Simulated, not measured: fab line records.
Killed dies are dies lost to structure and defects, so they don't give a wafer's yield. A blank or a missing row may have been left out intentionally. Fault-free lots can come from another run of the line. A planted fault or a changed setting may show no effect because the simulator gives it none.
fab line records    flow n5-finfet
[record] lots = 7  wafers = 21  last-day = 16
route steps=1938 shown BEOL_M12@1653 BEOL_M13@1659
lots that met no fault: taken from a fault-free run of the same line
start-h: start of the lot's first displayed wafer, in hours after the record's first day    wait-h: time in hours since the lot's previous step    " identical to the entry in the row above    L1.1+2: a row that stands for several wafers    - no value, or no start was given    * or withheld: withheld    < > ~ a bound
route shown NAME@n: names a module that has steps shown in the file, with the first one's number in the route    usual: mean/standard deviation of fault-free wafers    same: alike in all rows    chamber/n: place in a boat    sites: per-site readings    _std_site: the standard deviation of these    _edge_site: inner sites' mean taken away from outer sites' mean    radius-mm: how far each site lies from the wafer's centre    mask NAME#n: copy n    behind: the most recent tool/chamber to have shaped the wafer    hold: why the lot was held/for how many hours/how that ended    device: transistor that didn't switch, given as n, p or np    end of line: the same wafers' tests at the end of the route    for a step that has no rows: nothing shown but its recipe    killed: the dies lost at the first sort to structure and to defects; this is not the yield of the wafer    map: per-die view of a wafer (x killed, . not killed, _ where there is no die)
set.NAME: the run value of the setting; set.NAME@STEP: its run value at that earlier step    model.NAME: the simulator's own value behind a step, which no gauge read
lots seen at some steps along the route; tables by step, rows by wafer
services: from which hour (start-h, from the record's first day; less than 0 if before it) a tool's chamber was out of use, for how many hours, and why
[[steps]]
[step N5_BEOL_M12_CMP_49]
[recipe] stop-on = SiOC  t-overpolish-s = 20.6  down-force-psi = 1  platen-rpm = 50  clearing-platen-down-force-psi = 1.5  clearing-platen-rpm = 50  post-cmp-clean = cu-alkaline  target-thk-nm = 320  clearing-platen-pad-velocity-m-s = 0.99484  pad-velocity-m-s = 0.99484
[usual] barrier-field-endpoint-s = 30.6/0.78  motor-current-A = 6.0/0.46  overpolish-run-s = 20.601/0.0094  slurry-filter-dp-kPa = 13.50/0.15
lot.wafer  tool    chamber  start-h  wait-h  barrier-field-endpoint-s  motor-current-A  overpolish-run-s  slurry-filter-dp-kPa
L257.1     cmp-03  2        231.73   0.3     31.2                      6.1              20.605            13.55
L257.2     "       3        "        "       30.0                      6.7              20.605            13.59
L257.6     "       0        "        "       31.1                      6.2              20.613            13.60
L261.3     cmp-04  1        270.68   0.2     31.4                      6.5              20.613            13.63
L261.2     "       3        "        "       32.1                      6.2              20.591            13.53
L261.6     "       0        "        "       30.9                      5.9              20.585            13.50
L266.3     cmp-04  1        300.81   0.2     30.6                      5.7              20.606            13.61
L266.1     "       2        "        "       32.0                      6.4              20.599            13.59
L266.2     "       0        "        "       31.4                      5.6              20.604            13.69
L267.3     cmp-01  0        311.18   0.2     30.9                      6.4              20.597            13.80
L267.1     "       1        "        "       31.0                      4.9              20.596            13.13
L267.6     "       3        "        "       29.6                      5.7              20.600            13.63
L269.4     cmp-04  2        312.56   0.1     30.0                      6.3              20.606            13.43
L269.5     "       2        "        "       30.6                      6.3              20.605            13.54
L269.6     "       3        "        "       30.0                      5.6              20.609            13.38
L272.1     cmp-01  1        340.80   0.3     30.5                      5.6              20.604            13.67
L272.4     "       3        "        "       29.9                      5.6              20.596            13.31
L272.6     "       0        "        "       30.3                      6.7              20.618            13.54
L274.1     cmp-04  3        348.57   0.3     30.0                      5.5              20.594            13.63
L274.3     "       1        "        "       30.2                      5.7              20.610            13.33
L274.5     "       0        "        "       29.6                      5.7              20.607            13.55
[step N5_BEOL_M12_THK_MEAS_50]
[recipe] thk-meas-gauge = xrf  reads = Cu_of_BEOL_M12_ECD_47
[usual] M12_THK = 312/5
lot.wafer  tool           chamber  start-h  wait-h  M12_THK[nm]
L257.1     film-metro-01  -        231.95   -       317
L257.2     "              -        "        "       321
L257.6     "              -        "        "       318
L261.2     film-metro-01  -        270.94   -       320
L261.3     "              -        "        "       309
L261.6     "              -        "        "       315
L266.1     film-metro-01  -        301.11   -       307
L266.2     "              -        "        "       313
L266.3     "              -        "        "       320
L267.1     film-metro-01  -        311.44   -       318
L267.3     "              -        "        "       305
L267.6     "              -        "        "       314
L269.4     film-metro-01  -        312.86   -       300
L269.5     "              -        "        "       305
L269.6     "              -        "        "       313
L272.1     film-metro-01  -        341.05   -       308
L272.4     "              -        "        "       313
L272.6     "              -        "        "       311
L274.1     film-metro-01  -        348.86   -       312
L274.3     "              -        "        "       316
L274.5     "              -        "        "       313
[step N5_BEOL_M12_PRE_CLEAN_52]
[recipe] gas = NH3  time-s = 15  temp-c = withheld  rf-power-w = 300
[step N5_BEOL_M12_DEP_53]
[recipe] material = SiCN  target-thk-a = 300  temp-c = withheld  precursor = 3MS/NH3  pressure-torr = 3  rf-w = 675  time-s = 10.5
[usual] showerhead-plenum-p-Torr = 4.162/0.015  throttle-valve-pct = 17.5/0.95
lot.wafer  tool      chamber  start-h  wait-h  showerhead-plenum-p-Torr  throttle-valve-pct
L257.1     pecvd-04  1        232.01   0.0     4.137                     17.3
L257.2     "         2        "        "       4.153                     16.7
L257.6     "         2        "        "       4.156                     16.7
L261.2     pecvd-02  1        271.00   0.0     4.155                     18.3
L261.3     "         2        "        "       4.169                     16.6
L261.6     "         1        "        "       4.159                     17.9
L266.1     pecvd-02  1        301.17   0.0     4.153                     18.2
L266.2     "         2        "        "       4.160                     16.5
L266.3     "         0        "        "       4.168                     18.2
L267.1     pecvd-04  2        311.50   0.0     4.156                     16.8
L267.3     "         1        "        "       4.140                     17.6
L267.6     "         1        "        "       4.134                     17.6
L269.4     pecvd-01  0        312.93   0.0     4.168                     19.4
L269.5     "         2        "        "       4.167                     16.4
L269.6     "         1        "        "       4.168                     18.6
L272.1     pecvd-04  0        341.12   0.0     4.189                     16.4
L272.4     "         2        "        "       4.166                     17.0
L272.6     "         1        "        "       4.137                     17.4
L274.1     pecvd-02  1        348.93   0.0     4.142                     18.4
L274.3     "         0        "        "       4.158                     18.0
L274.5     "         0        "        "       4.173                     17.7
[step N5_BEOL_M12_RS_MEAS_54]
[recipe] thk-meas-gauge = four-point-probe  reads = Cu_of_BEOL_M12_ECD_47+Ta_of_BEOL_M12_SPUTTER_44+TaN_of_BEOL_M12_SPUTTER_43
[usual] M12_RS = 0.0604/0.0009
lot.wafer  tool           chamber  start-h  wait-h  M12_RS[ohm/sq]
L257.1     film-metro-02  -        232.07   0.0     0.0599
L257.2     "              -        "        "       0.0592
L257.6     "              -        "        "       0.0596
L261.2     film-metro-01  -        271.06   0.0     0.0589
L261.3     "              -        "        "       0.0609
L261.6     "              -        "        "       0.0595
L266.1     film-metro-02  -        301.23   0.0     0.0617
L266.2     "              -        "        "       0.0604
L266.3     "              -        "        "       0.0591
L267.1     film-metro-02  -        311.58   0.1     0.0595
L267.3     "              -        "        "       0.0621
L267.6     "              -        "        "       0.0597
L269.4     film-metro-02  -        312.98   0.0     0.0625
L269.5     "              -        "        "       0.0613
L269.6     "              -        "        "       0.0601
L272.1     film-metro-02  -        341.18   0.0     0.0612
L272.4     "              -        "        "       0.0604
L272.6     "              -        "        "       0.0611
L274.1     film-metro-01  -        348.99   0.0     0.0611
L274.3     "              -        "        "       0.0601
L274.5     "              -        "        "       0.0607
[step N5_BEOL_M12_INSPECT_55]
[recipe] inspect-instrument = darkfield  mode = post-dep
[usual] raw-defect-count = 77/26
lot.wafer  tool               chamber  start-h  wait-h  raw-defect-count
L257.1     defect-inspect-01  -        232.10   0.0     110
L257.2     "                  -        "        "       126
L257.6     "                  -        "        "       113
L261.2     defect-inspect-01  -        271.09   0.0     69
L261.3     "                  -        "        "       64
L261.6     "                  -        "        "       71
L266.1     defect-inspect-01  -        301.26   0.0     45
L266.2     "                  -        "        "       68
L266.3     "                  -        "        "       74
L267.1     defect-inspect-01  -        311.60   0.0     69
L267.3     "                  -        "        "       50
L267.6     "                  -        "        "       89
L269.4     defect-inspect-01  -        313.01   0.0     74
L269.5     "                  -        "        "       67
L269.6     "                  -        "        "       62
L272.1     defect-inspect-02  -        341.21   0.0     91
L272.4     "                  -        "        "       44
L272.6     "                  -        "        "       88
L274.1     defect-inspect-02  -        349.01   0.0     50
L274.3     "                  -        "        "       63
L274.5     "                  -        "        "       68
[step N5_BEOL_M13_ILD_DEP_00]
[recipe] material = SiOC  target-thk-a = 8379.2  temp-c = 350  precursor = DEMS/O2  pressure-torr = 5  rf-w = 500  time-s = 166.4
[usual] heater-power-w = 504/100  showerhead-plenum-p-Torr = 5.697/0.012  throttle-valve-pct = 11.9/0.85
lot.wafer  tool      chamber  start-h  wait-h  heater-power-w  showerhead-plenum-p-Torr  throttle-valve-pct
L257.1     pecvd-03  0        232.13   0.0     380             5.687                     12.8
L257.2     "         1        "        "       410             5.683                     13.5
L257.6     "         2        "        "       513             5.693                     12.0
L261.2     pecvd-01  1        271.12   0.0     362             5.699                     12.3
L261.3     "         2        "        "       492             5.710                     10.8
L261.6     "         2        "        "       508             5.714                     10.9
L266.1     pecvd-04  0        301.29   0.0     588             5.709                     11.1
L266.2     "         1        "        "       583             5.679                     11.8
L266.3     "         2        "        "       560             5.688                     11.3
L267.1     pecvd-01  0        311.64   0.0     517             5.694                     12.7
L267.3     "         2        "        "       503             5.681                     10.7
L267.6     "         0        "        "       401             5.702                     12.7
L269.4     pecvd-04  2        313.10   0.1     593             5.693                     11.1
L269.5     "         0        "        "       571             5.716                     11.1
L269.6     "         1        "        "       685             5.667                     11.4
L272.1     pecvd-01  1        341.24   0.0     412             5.703                     12.3
L272.4     "         2        "        "       416             5.699                     10.8
L272.6     "         0        "        "       477             5.688                     12.9
L274.1     pecvd-04  2        349.05   0.0     593             5.700                     11.0
L274.3     "         0        "        "       624             5.717                     10.7
L274.5     "         1        "        "       655             5.673                     11.8
[step N5_BEOL_M13_THK_MEAS_01]
[recipe] reads = SiOC_of_BEOL_M13_ILD_DEP_00
[usual] M13_ILD_THK = 840/9.9
lot.wafer  tool           chamber  start-h  wait-h  M13_ILD_THK[nm]
L257.1     film-metro-01  -        232.28   0.1     830
L257.2     "              -        "        "       830
L257.6     "              -        "        "       842
L261.2     film-metro-01  -        271.28   0.1     835
L261.3     "              -        "        "       838
L261.6     "              -        "        "       841
L266.1     film-metro-02  -        301.45   0.1     833
L266.2     "              -        "        "       835
L266.3     "              -        "        "       838
L267.1     film-metro-01  -        311.79   0.1     836
L267.3     "              -        "        "       834
L267.6     "              -        "        "       849
L269.4     film-metro-01  -        313.20   0.0     842
L269.5     "              -        "        "       845
L269.6     "              -        "        "       848
L272.1     film-metro-01  -        341.39   0.1     818
L272.4     "              -        "        "       837
L272.6     "              -        "        "       850
L274.1     film-metro-01  -        349.20   0.1     835
L274.3     "              -        "        "       830
L274.5     "              -        "        "       857
[step N5_BEOL_M13_COAT_58]
[recipe] resist = BARC  temp-c = 205  time-s = 60  spin-rpm = 1500  resist-thk-nm = 89
[step N5_BEOL_M13_COAT_04]
[recipe] spin-rpm = 1625  resist-thk-nm = 400
[step N5_BEOL_M13_EBR_06]
[recipe] solvent = PGMEA  ebr-width-mm = 1.5
[step N5_BEOL_M13_SOFTBAKE_05]
[recipe] temp-c = 130  time-s = 60
[step N5_BEOL_M13_EXPOSE_07]
[recipe] mask-id = V12  na = 0.93  source-shape = conventional  sigma-outer = 0.6  polarization = unpolarized  attpsm-phase-deg = 180  dose-mj = 24.8
[usual] exposure-dose-mJ-cm2 = 24.783/0.024
[same] sigma-outer = 0.6
lot.wafer  tool            chamber  start-h  wait-h  mask   exposure-dose-mJ-cm2
L257.1     krf-scanner-01  0        232.42   -       V12#0  24.741
L257.2     "               0        "        "       V12#0  24.784
L257.6     "               0        "        "       V12#0  24.779
L261.2     krf-scanner-02  0        271.54   -       V12#0  24.800
L261.3     "               0        "        "       V12#0  24.783
L261.6     "               0        "        "       V12#0  24.791
L266.1     krf-scanner-02  0        301.58   -       V12#0  26.273
L266.2     "               0        "        "       V12#0  26.300
L266.3     "               0        "        "       V12#0  26.248
L267.1     krf-scanner-02  0        311.92   -       V12#0  25.982
L267.3     "               0        "        "       V12#0  25.970
L267.6     "               0        "        "       V12#0  25.960
L269.4     krf-scanner-02  0        313.34   -       V12#0  25.737
L269.5     "               0        "        "       V12#0  25.695
L269.6     "               0        "        "       V12#0  25.696
L272.1     krf-scanner-01  0        341.65   -       V12#0  24.819
L272.4     "               0        "        "       V12#0  24.809
L272.6     "               0        "        "       V12#0  24.798
L274.1     krf-scanner-01  0        349.33   -       V12#0  24.801
L274.3     "               0        "        "       V12#0  24.768
L274.5     "               0        "        "       V12#0  24.760
[step N5_BEOL_M13_PEB_08]
[recipe] peb-temp-c = 130  peb-time-s = 90
[step N5_BEOL_M13_DEVELOP_09]
[recipe] develop-time-s = 45  rinse-liquid = diw  dry = air-spin  dev-temp-c = 21
[step N5_BEOL_M13_HARDBAKE_14]
[recipe] temp-c = 130  time-s = 120
[step N5_BEOL_M13_CD_MEAS_10]
[recipe] target-cd-nm = 190  landing-energy-ev = 500  detector = se-inlens  polarity = opening
[usual] cd-nm = 189.9/1.4
lot.wafer  tool       chamber  start-h  wait-h  cd-nm
L257.1     cd-sem-03  0        232.59   -       191.9
L257.2     "          0        "        "       191.8
L257.6     "          0        "        "       191.3
L261.2     cd-sem-02  0        271.70   -       190.1
L261.3     "          0        "        "       189.8
L261.6     "          0        "        "       189.2
L266.1     cd-sem-01  0        301.75   -       195.1
L266.2     "          0        "        "       195.8
L266.3     "          0        "        "       195.4
L267.1     cd-sem-03  0        312.09   -       195.2
L267.3     "          0        "        "       194.6
L267.6     "          0        "        "       196.0
L269.4     cd-sem-02  0        313.50   -       194.0
L269.5     "          0        "        "       193.7
L269.6     "          0        "        "       194.1
L272.1     cd-sem-01  0        341.82   -       189.6
L272.4     "          0        "        "       191.5
L272.6     "          0        "        "       191.1
L274.1     cd-sem-03  0        349.51   -       190.2
L274.3     "          0        "        "       190.1
L274.5     "          0        "        "       190.1
[step N5_BEOL_M13_OVL_MEAS_11]
[recipe] points-per-wafer = 44
[usual] V12_OVL = -4/5.6
lot.wafer  tool        chamber  start-h  wait-h  V12_OVL[nm]
L257.1     overlay-01  0        232.62   0.0     -1
L257.2     "           0        "        "       -1
L257.6     "           0        "        "       4
L261.2     overlay-01  0        271.73   0.0     -4
L261.3     "           0        "        "       1
L261.6     "           0        "        "       -10
L266.1     overlay-02  0        301.78   0.0     4
L266.2     "           0        "        "       0
L266.3     "           0        "        "       -6
L267.1     overlay-02  0        312.12   0.0     -7
L267.3     "           0        "        "       -2
L267.6     "           0        "        "       -4
L269.4     overlay-02  0        313.53   0.0     -1
L269.5     "           0        "        "       -7
L269.6     "           0        "        "       1
L272.1     overlay-02  0        341.85   0.0     0
L272.4     "           0        "        "       2
L272.6     "           0        "        "       -2
L274.1     overlay-02  0        349.54   0.0     0
L274.3     "           0        "        "       -5
L274.5     "           0        "        "       3
[[services]]
tool            chamber  start-h  hours  kind
krf-scanner-02  -        210.93   4.0    pm
pecvd-03        -        228.69   2.8    pm
pecvd-01        0        229.86   2.1    scheduled-down
pecvd-01        -        232.63   14.6   pm
cmp-01          -        236.01   1.9    repair
cmp-01          -        246.46   1.2    repair
cmp-01          -        250.04   15.5   pm
cmp-03          -        252.05   1.9    repair
pecvd-02        2        260.86   -      calibration
krf-scanner-02  0        269.89   -      calibration
pecvd-03        1        280.50   2.5    repair
cmp-04          -        292.04   4.0    pm
cmp-04          -        296.04   -      consumable-replace:conditioner
cmp-04          -        296.04   -      consumable-replace:pad
krf-scanner-01  -        301.17   0.5    repair
cmp-01          -        303.96   3.1    repair
cmp-03          -        308.01   3.7    pm
cmp-03          -        314.98   1.8    repair
cmp-01          -        316.49   4.0    pm
krf-scanner-02  -        320.11   0.8    pm
cmp-01          -        325.97   1.0    repair
krf-scanner-01  -        335.24   4.0    pm
pecvd-01        1        337.56   2.1    scheduled-down
cmp-03          -        340.49   1.3    repair
[[key]]
[first-sign] step = N5_BEOL_M13_EXPOSE_07  reading = exposure-dose-mJ-cm2  direction = up  sigmas = 49  usual = 24.783  struck = 25.985
[effect] step = N5_BEOL_M13_CD_MEAS_10  reading = cd-nm  direction = up  sigmas = 3.6  usual = 189.9  struck = 194.9  through = control-loop
met-at N5_BEOL_M13_EXPOSE_07
struck-wafers L266.1,L266.2,L266.3,L267.1,L267.3,L267.6,L269.4,L269.5,L269.6
[loop-trim] step = N5_BEOL_M13_EXPOSE_07  setting = dose  lots = L267,L269
onset-between 271.54 301.58
[earlier-fault] kind = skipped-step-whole  tool = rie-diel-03  chamber = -  onset-h = 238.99  steps = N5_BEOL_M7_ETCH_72  scope = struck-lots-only
[earlier-fault] kind = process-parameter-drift  tool = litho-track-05  chamber = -  onset-h = 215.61  steps = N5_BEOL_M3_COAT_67  channel = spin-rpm  offset = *  shape = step  acts-in = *  stated = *
[fault] kind = process-parameter-drift  tool = krf-scanner-02  chamber = -  onset-h = 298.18  steps = N5_BEOL_M13_EXPOSE_07  channel = dose-mj  offset = 1.4615  shape = step  acts-in = these-recipes-only  stated = 24.8
// loop-trim: a control loop set the setting to another value than it would have without faults
